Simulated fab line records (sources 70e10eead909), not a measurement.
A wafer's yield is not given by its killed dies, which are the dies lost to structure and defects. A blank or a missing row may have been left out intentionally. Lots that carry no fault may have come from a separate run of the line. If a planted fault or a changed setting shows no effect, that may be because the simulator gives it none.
Shared-tool check + flow nand-harc + 12 lots, 36 wafers sampled

## WHY THIS WAS OPENED
On 2 of the 12 lots, a flag is raised at NHARC_END_SORT_01 on the reading sort_bin_2_pct. No-fault wafers: 3.0 %, standard deviation 1.2.
Rule: flag the lot when none of its wafers has a number, or when each of its wafers that has one lies beyond 4 standard deviations from that mean. As for the other lots, they are considered sound.

| lot  | measured     | on        | sort_bin_2_pct (%), wafer by wafer | flag    |
|------|--------------|-----------|------------------------------------|---------|
| L237 | day 26 00:04 | prober-01 | 4.7 3.1 4.3                        |         |
| L240 | day 26 07:50 | prober-01 | 3.0 3.8 2.8                        |         |
| L243 | day 28 03:37 | prober-02 | 95.9 96.5 97.5                     | FLAGGED |
| L244 | day 28 10:03 | prober-01 | 4.3 4.0 3.5                        |         |
| L246 | day 28 19:38 | prober-02 | 93.6 93.5 93.5                     | FLAGGED |
| L253 | day 31 13:26 | prober-02 | 2.1 1.5 2.1                        |         |
| L255 | day 32 08:52 | prober-01 | 4.7 4.1 3.1                        |         |
| L254 | day 32 19:56 | prober-01 | 2.5 1.5 1.0                        |         |
| L256 | day 33 02:47 | prober-01 | 2.2 3.0 3.1                        |         |
| L257 | day 33 02:50 | prober-02 | 3.2 2.2 3.0                        |         |
| L259 | day 34 09:50 | prober-02 | 4.3 5.3 4.6                        |         |
| L258 | day 34 13:45 | prober-01 | 2.5 2.1 2.7                        |         |
The mean of the flagged lots' numbers is 95.1 %, +92.1 % from the usual (+77 standard deviations).

## TOOL THAT RAN EACH LOT
Before the reading, the record contains 3 process steps out of a 1302-step route. Each cell gives the tool, then ch followed by the chambers the sampled wafers passed through, then the start.
| lot  | flag    | NHARC_A_BONDPAD_PVD_27       | NHARC_A_BONDPAD_ANNEAL_28        | NHARC_THIN_TSV_CMP_21         |
|------|---------|------------------------------|----------------------------------|-------------------------------|
| L237 |         | pvd-sputter-03, day 23 23:14 | rtp-anneal-02 ch 0, day 23 23:44 | cmp-03 ch 0,2,3, day 25 13:16 |
| L240 |         | pvd-sputter-02, day 24 20:13 | rtp-anneal-01 ch 0, day 24 20:43 | cmp-03 ch 0,1,3, day 25 17:16 |
| L243 | FLAGGED | pvd-sputter-02, day 26 22:52 | rtp-anneal-02 ch 0, day 26 23:23 | no row                        |
| L244 |         | pvd-sputter-01, day 27 04:31 | rtp-anneal-01 ch 0, day 27 05:05 | cmp-02 ch 0,2,3, day 27 22:34 |
| L246 | FLAGGED | pvd-sputter-02, day 27 13:46 | rtp-anneal-02 ch 0, day 27 14:17 | no row                        |
| L253 |         | pvd-sputter-02, day 30 07:38 | rtp-anneal-02 ch 0, day 30 08:10 | cmp-01 ch 0,2,3, day 31 02:39 |
| L255 |         | pvd-sputter-03, day 31 02:59 | rtp-anneal-02 ch 0, day 31 03:32 | cmp-03 ch 0,1,3, day 31 22:17 |
| L254 |         | pvd-sputter-02, day 31 02:34 | rtp-anneal-01 ch 0, day 31 03:11 | cmp-01 ch 0,1,3, day 32 07:37 |
| L256 |         | pvd-sputter-02, day 31 18:19 | rtp-anneal-01 ch 0, day 31 18:51 | cmp-03 ch 1,2,3, day 32 17:26 |
| L257 |         | pvd-sputter-02, day 31 17:00 | rtp-anneal-01 ch 0, day 31 17:30 | cmp-02 ch 0,2,3, day 32 16:09 |
| L259 |         | pvd-sputter-03, day 33 03:56 | rtp-anneal-02 ch 0, day 33 04:31 | cmp-03 ch 1,2, day 33 22:08   |
| L258 |         | pvd-sputter-03, day 33 07:29 | rtp-anneal-02 ch 0, day 33 08:02 | cmp-01 ch 0,3, day 34 02:01   |
What these steps do:
- NHARC_A_BONDPAD_PVD_27: deposits Cu, target thk 30 nm, time 20.49 s.
- NHARC_A_BONDPAD_ANNEAL_28: time 90 s.
- NHARC_THIN_TSV_CMP_21: polishes, t overpolish 30 s, target thk 2000 nm.
- NHARC_END_SORT_01

## FLAGGED AGAINST TOTAL, ONE TOOL AT A TIME (gauges that did the reading follow at the end)
| step                      | tool           | lots run | flagged | share of the flagged lots | sound lots run after its first flagged lot |
|---------------------------|----------------|----------|---------|---------------------------|--------------------------------------------|
| NHARC_A_BONDPAD_PVD_27    | pvd-sputter-01 | 1        | 0       | none                      | -                                          |
| NHARC_A_BONDPAD_PVD_27    | pvd-sputter-02 | 7        | 2       | all                       | 4 (L253,L254,L257,L256)                    |
| NHARC_A_BONDPAD_PVD_27    | pvd-sputter-03 | 4        | 0       | none                      | -                                          |
| NHARC_A_BONDPAD_ANNEAL_28 | rtp-anneal-01  | 5        | 0       | none                      | -                                          |
| NHARC_A_BONDPAD_ANNEAL_28 | rtp-anneal-02  | 7        | 2       | all                       | 4 (L253,L255,L259,L258)                    |
| NHARC_THIN_TSV_CMP_21     | cmp-01         | 3        | 0       | none                      | -                                          |
| NHARC_THIN_TSV_CMP_21     | cmp-02         | 2        | 0       | none                      | -                                          |
| NHARC_THIN_TSV_CMP_21     | cmp-03         | 5        | 0       | none                      | -                                          |
| NHARC_END_SORT_01         | prober-01      | 7        | 0       | none                      | -                                          |
| NHARC_END_SORT_01         | prober-02      | 5        | 2       | all                       | 3 (L253,L257,L259)                         |

## WHAT THE TABLE ALLOWS
pvd-sputter-02 at NHARC_A_BONDPAD_PVD_27, rtp-anneal-02 at NHARC_A_BONDPAD_ANNEAL_28 and prober-02 at NHARC_END_SORT_01: these 3 rows of the table ran every flagged lot.
- pvd-sputter-02 at NHARC_A_BONDPAD_PVD_27 ran 7 lots, 2 of them flagged. After the first flagged lot (L253, L254, L257, L256), sound lots still ran on it; a lasting fault on the whole tool would not permit that.
- rtp-anneal-02 at NHARC_A_BONDPAD_ANNEAL_28 ran 7 lots, 2 of them flagged. After the first flagged lot (L253, L255, L259, L258), sound lots still ran on it; a lasting fault on the whole tool would not permit that.
- prober-02 at NHARC_END_SORT_01 ran 5 lots, 2 of them flagged. After the first flagged lot (L253, L257, L259), sound lots still ran on it; a lasting fault on the whole tool would not permit that.
No row of the table ran every flagged lot and no sound lot after the first.

## WHAT THE SIMULATOR PUT IN
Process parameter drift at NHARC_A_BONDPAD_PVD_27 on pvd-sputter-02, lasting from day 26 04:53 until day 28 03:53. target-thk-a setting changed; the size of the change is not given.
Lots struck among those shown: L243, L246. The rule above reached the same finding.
